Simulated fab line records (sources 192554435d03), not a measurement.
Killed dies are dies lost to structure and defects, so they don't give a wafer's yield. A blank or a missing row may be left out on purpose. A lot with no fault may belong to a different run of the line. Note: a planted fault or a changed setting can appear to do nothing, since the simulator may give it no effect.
Split-lot study || flow n5-finfet || 39 wafers read from 7 lots, route of 1938 steps

== THE SPLIT ==
At N5_ZERO_LAYER_PECVD_02 (deposits SiO2 from SiH4/N2O, target thk 10 nm, time 6 s), the setting time-s was moved away from the recipe's 6 s on 15 of the 39 wafers read, by -18.3% to +36.5%. The other wafers ran this setting at the recipe's value.

The split's own step is where the reading is taken.

== THE READING ==
SiO2_of_ZERO_LAYER_PECVD_02.thk-nm (the simulator's own value, which no gauge read), in nm, at N5_ZERO_LAYER_PECVD_02 (deposits SiO2 from SiH4/N2O, target thk 10 nm, time 6 s). No usual value for it is given in the file. The 24 wafers here that ran the recipe average 9.958 nm, standard deviation 0.14 nm.

{"wafer": "L074.1", "tool, chamber at the split": "pecvd-01, 1", "time-s as run, s": 6, "against the recipe": "recipe", "SiO2_of_ZERO_LAYER_PECVD_02.thk-nm, nm": 9.867, "against lot-mates on the recipe": "-"}
{"wafer": "L074.2", "tool, chamber at the split": "pecvd-01, 0", "time-s as run, s": 4.902, "against the recipe": "-18.3%", "SiO2_of_ZERO_LAYER_PECVD_02.thk-nm, nm": 8.084, "against lot-mates on the recipe": -1.857}
{"wafer": "L074.3", "tool, chamber at the split": "pecvd-01, 2", "time-s as run, s": 6, "against the recipe": "recipe", "SiO2_of_ZERO_LAYER_PECVD_02.thk-nm, nm": 9.805, "against lot-mates on the recipe": "-"}
{"wafer": "L074.4", "tool, chamber at the split": "pecvd-01, 1", "time-s as run, s": 6, "against the recipe": "recipe", "SiO2_of_ZERO_LAYER_PECVD_02.thk-nm, nm": 10.15, "against lot-mates on the recipe": "-"}
{"wafer": "L074.5", "tool, chamber at the split": "pecvd-01, 0", "time-s as run, s": 4.902, "against the recipe": "-18.3%", "SiO2_of_ZERO_LAYER_PECVD_02.thk-nm, nm": 8.39, "against lot-mates on the recipe": -1.551}
{"wafer": "L074.6", "tool, chamber at the split": "pecvd-01, 2", "time-s as run, s": 4.902, "against the recipe": "-18.3%", "SiO2_of_ZERO_LAYER_PECVD_02.thk-nm, nm": 8.195, "against lot-mates on the recipe": -1.746}
{"wafer": "L075.1", "tool, chamber at the split": "pecvd-01, 2", "time-s as run, s": 8.189, "against the recipe": "+36.5%", "SiO2_of_ZERO_LAYER_PECVD_02.thk-nm, nm": 13.15, "against lot-mates on the recipe": "+3.411"}
{"wafer": "L075.2", "tool, chamber at the split": "pecvd-01, 0", "time-s as run, s": 6, "against the recipe": "recipe", "SiO2_of_ZERO_LAYER_PECVD_02.thk-nm, nm": 9.723, "against lot-mates on the recipe": "-"}
{"wafer": "L075.3", "tool, chamber at the split": "pecvd-01, 1", "time-s as run, s": 8.189, "against the recipe": "+36.5%", "SiO2_of_ZERO_LAYER_PECVD_02.thk-nm, nm": 13.32, "against lot-mates on the recipe": "+3.581"}
{"wafer": "L075.4", "tool, chamber at the split": "pecvd-01, 2", "time-s as run, s": 6, "against the recipe": "recipe", "SiO2_of_ZERO_LAYER_PECVD_02.thk-nm, nm": 9.601, "against lot-mates on the recipe": "-"}
{"wafer": "L075.5", "tool, chamber at the split": "pecvd-01, 1", "time-s as run, s": 6, "against the recipe": "recipe", "SiO2_of_ZERO_LAYER_PECVD_02.thk-nm, nm": 9.892, "against lot-mates on the recipe": "-"}
{"wafer": "L075.6", "tool, chamber at the split": "pecvd-01, 0", "time-s as run, s": 8.189, "against the recipe": "+36.5%", "SiO2_of_ZERO_LAYER_PECVD_02.thk-nm, nm": 13.6, "against lot-mates on the recipe": "+3.861"}
{"wafer": "L081.1", "tool, chamber at the split": "pecvd-04, 0", "time-s as run, s": 6, "against the recipe": "recipe", "SiO2_of_ZERO_LAYER_PECVD_02.thk-nm, nm": 9.969, "against lot-mates on the recipe": "-"}
{"wafer": "L081.2", "tool, chamber at the split": "pecvd-04, 2", "time-s as run, s": 7.228, "against the recipe": "+20.5%", "SiO2_of_ZERO_LAYER_PECVD_02.thk-nm, nm": 11.94, "against lot-mates on the recipe": "+1.913"}
{"wafer": "L081.3", "tool, chamber at the split": "pecvd-04, 1", "time-s as run, s": 7.228, "against the recipe": "+20.5%", "SiO2_of_ZERO_LAYER_PECVD_02.thk-nm, nm": 11.99, "against lot-mates on the recipe": "+1.963"}
{"wafer": "L081.4", "tool, chamber at the split": "pecvd-04, 1", "time-s as run, s": 6, "against the recipe": "recipe", "SiO2_of_ZERO_LAYER_PECVD_02.thk-nm, nm": 9.991, "against lot-mates on the recipe": "-"}
{"wafer": "L081.5", "tool, chamber at the split": "pecvd-04, 0", "time-s as run, s": 7.228, "against the recipe": "+20.5%", "SiO2_of_ZERO_LAYER_PECVD_02.thk-nm, nm": 12.08, "against lot-mates on the recipe": "+2.053"}
{"wafer": "L081.6", "tool, chamber at the split": "pecvd-04, 2", "time-s as run, s": 6, "against the recipe": "recipe", "SiO2_of_ZERO_LAYER_PECVD_02.thk-nm, nm": 10.12, "against lot-mates on the recipe": "-"}
{"wafer": "L085.3", "tool, chamber at the split": "pecvd-04, 0", "time-s as run, s": 6, "against the recipe": "recipe", "SiO2_of_ZERO_LAYER_PECVD_02.thk-nm, nm": 9.989, "against lot-mates on the recipe": "-"}
{"wafer": "L085.4", "tool, chamber at the split": "pecvd-04, 0", "time-s as run, s": 6, "against the recipe": "recipe", "SiO2_of_ZERO_LAYER_PECVD_02.thk-nm, nm": 10.02, "against lot-mates on the recipe": "-"}
{"wafer": "L085.6", "tool, chamber at the split": "pecvd-04, 2", "time-s as run, s": 6, "against the recipe": "recipe", "SiO2_of_ZERO_LAYER_PECVD_02.thk-nm, nm": 9.847, "against lot-mates on the recipe": "-"}
{"wafer": "L090.1", "tool, chamber at the split": "pecvd-04, 0", "time-s as run, s": 7.122, "against the recipe": "+18.7%", "SiO2_of_ZERO_LAYER_PECVD_02.thk-nm, nm": 11.64, "against lot-mates on the recipe": "+1.635"}
{"wafer": "L090.2", "tool, chamber at the split": "pecvd-04, 2", "time-s as run, s": 7.122, "against the recipe": "+18.7%", "SiO2_of_ZERO_LAYER_PECVD_02.thk-nm, nm": 11.73, "against lot-mates on the recipe": "+1.725"}
{"wafer": "L090.3", "tool, chamber at the split": "pecvd-04, 1", "time-s as run, s": 6, "against the recipe": "recipe", "SiO2_of_ZERO_LAYER_PECVD_02.thk-nm, nm": 9.867, "against lot-mates on the recipe": "-"}
{"wafer": "L090.4", "tool, chamber at the split": "pecvd-04, 0", "time-s as run, s": 6, "against the recipe": "recipe", "SiO2_of_ZERO_LAYER_PECVD_02.thk-nm, nm": 10.16, "against lot-mates on the recipe": "-"}
{"wafer": "L090.5", "tool, chamber at the split": "pecvd-04, 1", "time-s as run, s": 7.122, "against the recipe": "+18.7%", "SiO2_of_ZERO_LAYER_PECVD_02.thk-nm, nm": 11.79, "against lot-mates on the recipe": "+1.785"}
{"wafer": "L090.6", "tool, chamber at the split": "pecvd-04, 2", "time-s as run, s": 6, "against the recipe": "recipe", "SiO2_of_ZERO_LAYER_PECVD_02.thk-nm, nm": 9.989, "against lot-mates on the recipe": "-"}
{"wafer": "L095.1", "tool, chamber at the split": "pecvd-01, 2", "time-s as run, s": 4.92, "against the recipe": "-18.0%", "SiO2_of_ZERO_LAYER_PECVD_02.thk-nm, nm": 8.023, "against lot-mates on the recipe": -1.836}
{"wafer": "L095.2", "tool, chamber at the split": "pecvd-01, 0", "time-s as run, s": 4.92, "against the recipe": "-18.0%", "SiO2_of_ZERO_LAYER_PECVD_02.thk-nm, nm": 8.112, "against lot-mates on the recipe": -1.747}
{"wafer": "L095.3", "tool, chamber at the split": "pecvd-01, 1", "time-s as run, s": 4.92, "against the recipe": "-18.0%", "SiO2_of_ZERO_LAYER_PECVD_02.thk-nm, nm": 8.11, "against lot-mates on the recipe": -1.749}
{"wafer": "L095.4", "tool, chamber at the split": "pecvd-01, 0", "time-s as run, s": 6, "against the recipe": "recipe", "SiO2_of_ZERO_LAYER_PECVD_02.thk-nm, nm": 9.884, "against lot-mates on the recipe": "-"}
{"wafer": "L095.5", "tool, chamber at the split": "pecvd-01, 1", "time-s as run, s": 6, "against the recipe": "recipe", "SiO2_of_ZERO_LAYER_PECVD_02.thk-nm, nm": 9.842, "against lot-mates on the recipe": "-"}
{"wafer": "L095.6", "tool, chamber at the split": "pecvd-01, 2", "time-s as run, s": 6, "against the recipe": "recipe", "SiO2_of_ZERO_LAYER_PECVD_02.thk-nm, nm": 9.851, "against lot-mates on the recipe": "-"}
{"wafer": "L096.1", "tool, chamber at the split": "pecvd-04, 1", "time-s as run, s": 6, "against the recipe": "recipe", "SiO2_of_ZERO_LAYER_PECVD_02.thk-nm, nm": 9.978, "against lot-mates on the recipe": "-"}
{"wafer": "L096.2", "tool, chamber at the split": "pecvd-04, 0", "time-s as run, s": 6, "against the recipe": "recipe", "SiO2_of_ZERO_LAYER_PECVD_02.thk-nm, nm": 10.05, "against lot-mates on the recipe": "-"}
{"wafer": "L096.3", "tool, chamber at the split": "pecvd-04, 2", "time-s as run, s": 6, "against the recipe": "recipe", "SiO2_of_ZERO_LAYER_PECVD_02.thk-nm, nm": 10.03, "against lot-mates on the recipe": "-"}
{"wafer": "L096.4", "tool, chamber at the split": "pecvd-04, 0", "time-s as run, s": 6, "against the recipe": "recipe", "SiO2_of_ZERO_LAYER_PECVD_02.thk-nm, nm": 10.2, "against lot-mates on the recipe": "-"}
{"wafer": "L096.5", "tool, chamber at the split": "pecvd-04, 2", "time-s as run, s": 6, "against the recipe": "recipe", "SiO2_of_ZERO_LAYER_PECVD_02.thk-nm, nm": 10.14, "against lot-mates on the recipe": "-"}
{"wafer": "L096.6", "tool, chamber at the split": "pecvd-04, 1", "time-s as run, s": 6, "against the recipe": "recipe", "SiO2_of_ZERO_LAYER_PECVD_02.thk-nm, nm": 10.02, "against lot-mates on the recipe": "-"}

FIT RESULTS
A straight line over all 39 wafers: SiO2_of_ZERO_LAYER_PECVD_02.thk-nm changes by +0.096 nm for each +1% of time-s; r = +0.99; the points scatter about the line by 0.15 nm.
The same after taking each lot's own level away (the mean of its wafers on the recipe; 39 wafers): +0.0971 nm for each +1%; r = +1.00; scatter 0.11 nm.
According to that fit, moving time-s by its largest amount changes the reading by 3.5 nm.
From 9.7387 to 10.0697 nm: that is the span of the lots' own levels, equal to 2.3 times the standard deviation above.
Consequently the slope shifts little with the lot-to-lot level, the two slopes agreeing.
Check: +3.57 nm against its lot-mates is what the line predicts for one of the wafers moved furthest among these (+36.5%) when that wafer is left out of the fit. Against them it came out at +3.41 nm.

== THE FILE'S OWN FIT ==
SiO2_of_ZERO_LAYER_PECVD_02.thk-nm changes by +0.0971 nm for each +1% of time-s, r = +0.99.
